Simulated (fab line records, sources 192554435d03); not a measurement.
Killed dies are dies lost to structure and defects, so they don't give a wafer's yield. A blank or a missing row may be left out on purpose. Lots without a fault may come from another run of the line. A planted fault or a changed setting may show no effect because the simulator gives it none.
One fault seen from 2 desks | flow n5_finfet | each desk has only its own numbers; what lay behind them comes last

THE TOOL OWNER'S DESK: litho_track-05
The tool's own readings at N5_FIN_SAQP_COAT_49 (time 60 s, resist thk 100 nm): means of the sampled wafers that have a number, for each lot that ran on this tool. A lot is out of limits, marked OUT, if its mean lies more than 4 standard deviations from the usual mean; the brackets give that distance.
Columns: A = spin_speed_rpm at N5_FIN_SAQP_COAT_49, usual 1500.0 rpm
lot  | first seen here | A
L595 | day 4 22:32     | 1499.0
L598 | day 5 15:01     | 1543.7 (+44) OUT
L599 | day 5 21:17     | 1545.0 (+45) OUT
This desk's finding: out of limits on L598, L599; first on L598, day 5 15:01 (spin_speed_rpm at N5_FIN_SAQP_COAT_49). In limits: L595.

THE METROLOGY DESK
What the gauges read, lot by lot, whatever tool the lot ran on: means of the sampled wafers that have a number. A lot is out of limits, marked OUT, if its mean lies more than 4 standard deviations from the usual mean; the brackets give that distance. Of its 10 readings 7 are shown: those that lie furthest out on some lot.
Columns: A = DIBL_P at N5_BEOL_M4_RC_MEAS_101, usual 36.3 mV/V; B = IOFF_N at N5_BEOL_M4_RC_MEAS_101, usual 0.163 nA/um; C = IOFF_P at N5_BEOL_M4_RC_MEAS_101, usual 0.21 nA/um; D = ION_N at N5_BEOL_M4_RC_MEAS_101, usual 673 uA/um; E = ION_P at N5_BEOL_M4_RC_MEAS_101, usual 461 uA/um; F = SS_P at N5_BEOL_M4_RC_MEAS_101, usual 73.3 mV/dec; G = VT_P at N5_BEOL_M4_RC_MEAS_101, usual -250 mV
lot  | first seen here | A    | B     | C    | D   | E   | F    | G
L595 | day 10 23:35    | 37.0 | 0.177 | 0.23 | 677 | 462 | 73.7 | -249
L598 | day 11 20:12    | 36.1 | 0.149 | 0.21 | 670 | 459 | 72.7 | -248
L599 | day 11 21:03    | 33.5 | 0.130 | 0.17 | 660 | 451 | 72.8 | -253
L601 | day 11 22:43    | 36.0 | 0.157 | 0.19 | 671 | 454 | 73.3 | -254
This desk's finding: nothing out of limits on any of the 4 lots.

PUT TOGETHER
The tool owner's desk could have raised an alarm at day 5 15:01, on L598, L599.
The metrology desk saw nothing out of limits.
The metrology desk has L598, L599 on record, within its limits.
Of the lots named, all ran N5_FIN_SAQP_COAT_49 on litho_track-05.

WHAT THE SIMULATOR HAD PUT IN
Process parameter drift: litho_track-05, from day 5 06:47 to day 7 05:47, at N5_FIN_SAQP_COAT_49. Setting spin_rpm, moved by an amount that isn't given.
Lots struck among those shown: L598, L599.
Hours from the fault's start to each desk's first reading out of limits: the tool owner's desk, 8.
